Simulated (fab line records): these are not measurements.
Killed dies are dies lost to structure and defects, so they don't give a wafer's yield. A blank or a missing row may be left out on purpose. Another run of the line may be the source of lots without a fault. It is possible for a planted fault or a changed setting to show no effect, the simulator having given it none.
Code-filled problem report in 8D (eight disciplines) form + flow n5 finfet + the parts of the form that need people (team, actions taken, sign-off) are left out

1. WHAT WENT WRONG
M15_THK at N5_BEOL_M15_THK_MEAS_50 reads a mean of 451 nm on 2 wafers of 1 lot; wafers without a fault read 849 nm with a standard deviation of 13. Measured from the usual mean, that is -31 standard deviations.
The step: measures by xrf.
First seen on wafer L248.3, day 15 17:17, on film metro-01. Wafers with a number at this step in the record: 26, from 9 lots. The rule behind "out" and "out of limits": a value lying over 4 standard deviations away from the usual mean. The rest of the wafers with a number are treated as sound.

2. WHAT THIS IS AND IS NOT
| question                    | is                | is not                                                                                       |
|-----------------------------|-------------------|----------------------------------------------------------------------------------------------|
| which readings at this step | M15_THK           | -                                                                                            |
| which lots                  | L248              | L232, L235, L237, L250, L252, L253, L254, L255                                               |
| which wafers of those lots  | L248.3, L248.4    | L248.6                                                                                       |
| read on which gauges        | film metro-01     | film metro-02                                                                                |
| when                        | from day 15 17:17 | up to then (10 sound wafers); but 14 sound wafers of L250, L252, L253, L254, L255 came after |

3. THE SUSPECTS, EACH WITH WHAT RULES IT OUT
Counting: any tool at a process step up to the reading remains a suspect provided it ran every lot that is out. Sound lots after the first of them don't rule it out here, since some wafers of a struck lot are sound.
- the gauge at N5_BEOL_M15_THK_MEAS_50 has been ruled out. All the wafers that are out were read on film metro-01, but those of them that N5_BEOL_M15_RS_MEAS_54 has rows for are out there too, on other tools.
- rie diel-04 at N5_BEOL_M15_ETCH_61 (etches BARC in N2/H2, target depth 89 nm, overetch 26.7 nm, time 67.9 s): kept. It processed L248, the lot that is out, at day 15 13:41, and its most recent sound lot before then was L235 at day 12 00:56.
- rie diel-04 at N5_BEOL_M15_TRENCH_ETCH_34 (etches SiO2 in C4F8/O2/Ar, target depth 872.93 nm, time 199 s): kept. It processed L248, the lot that is out, at day 15 13:45, and its most recent sound lot before then was L235 at day 12 00:59.
- rie diel-06 at N5_BEOL_M15_STRIP_37 (strips in O2): kept. It ran the lot that is out, L248 (day 15 17:17). N5_BEOL_M15_STRIP_37: start missing for some lots; hours and lot order therefore follow N5_BEOL_M15_THK_MEAS_50.
- Within rie diel-04 at N5_BEOL_M15_ETCH_61: the wafers that are out ran in chambers 0, 1; their sound lot-mates ran in chamber 2.
- Within rie diel-04 at N5_BEOL_M15_TRENCH_ETCH_34: the wafers that are out ran in chambers 0, 1; their sound lot-mates ran in chamber 2.
- Within rie diel-06 at N5_BEOL_M15_STRIP_37: the wafers that are out ran in chambers 0, 1; their sound lot-mates ran in chamber 3.
rie diel-04 at N5_BEOL_M15_ETCH_61, rie diel-04 at N5_BEOL_M15_TRENCH_ETCH_34 and rie diel-06 at N5_BEOL_M15_STRIP_37 are what is left after counting.

4. THE CAUSE (what the simulator had put in)
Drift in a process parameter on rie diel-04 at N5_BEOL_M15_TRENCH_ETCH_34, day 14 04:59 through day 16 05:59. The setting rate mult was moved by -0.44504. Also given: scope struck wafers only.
This tool is one of the 3 suspects left after counting.

5. SEQUENCE OF EFFECTS, ordered by route
Each row: a reading whose mean over the struck wafers that have a number lies more than 3 standard deviations from the usual. Only readings whose record carries a usual standard deviation are examined. hours: median over the lots of the time between each lot's start at the first step of this table that gives one and its start at this step. sigmas: the change, counted in usual standard deviations.
| hours | step                    | reading          | usual         | on struck wafers | change  | sigmas      |
|-------|-------------------------|------------------|---------------|------------------|---------|-------------|
| 0     | N5_BEOL_M15_THK_MEAS_50 | M15_THK          | 849 nm        | 451              | -398    | -31         |
| 0     | N5_BEOL_M15_RS_MEAS_54  | M15_RS           | 0.0217 ohm/sq | 0.0411           | +0.0194 | +65         |
| 15    | N5_PASSIVATION_PROBE_49 | killed_at_M4_up  | 14            | 59               | +45     | +8.5        |
| 15    | N5_PASSIVATION_PROBE_49 | sort_bin_8_speed | 0.00 %        | 4.28             | +4.28   | +99 or more |
The process steps in it:
- N5_PASSIVATION_PROBE_49

6. WHAT WOULD HAVE CAUGHT IT SOONER
Counted from the fault's start at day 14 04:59, it took 36 hours until the first out-of-limits reading at a measuring or inspecting step in this record, taken at day 15 17:17.
No tool reading at N5_BEOL_M15_TRENCH_ETCH_34 that has a usual standard deviation in the record was out on any struck wafer, so an alarm limit of 4 standard deviations on those readings would not have fired.
Each of the lots that are out, 1 in all, had begun N5_BEOL_M15_TRENCH_ETCH_34 on rie diel-04 no later than day 15 17:17. None of them would have been spared by holding the tool at that moment.
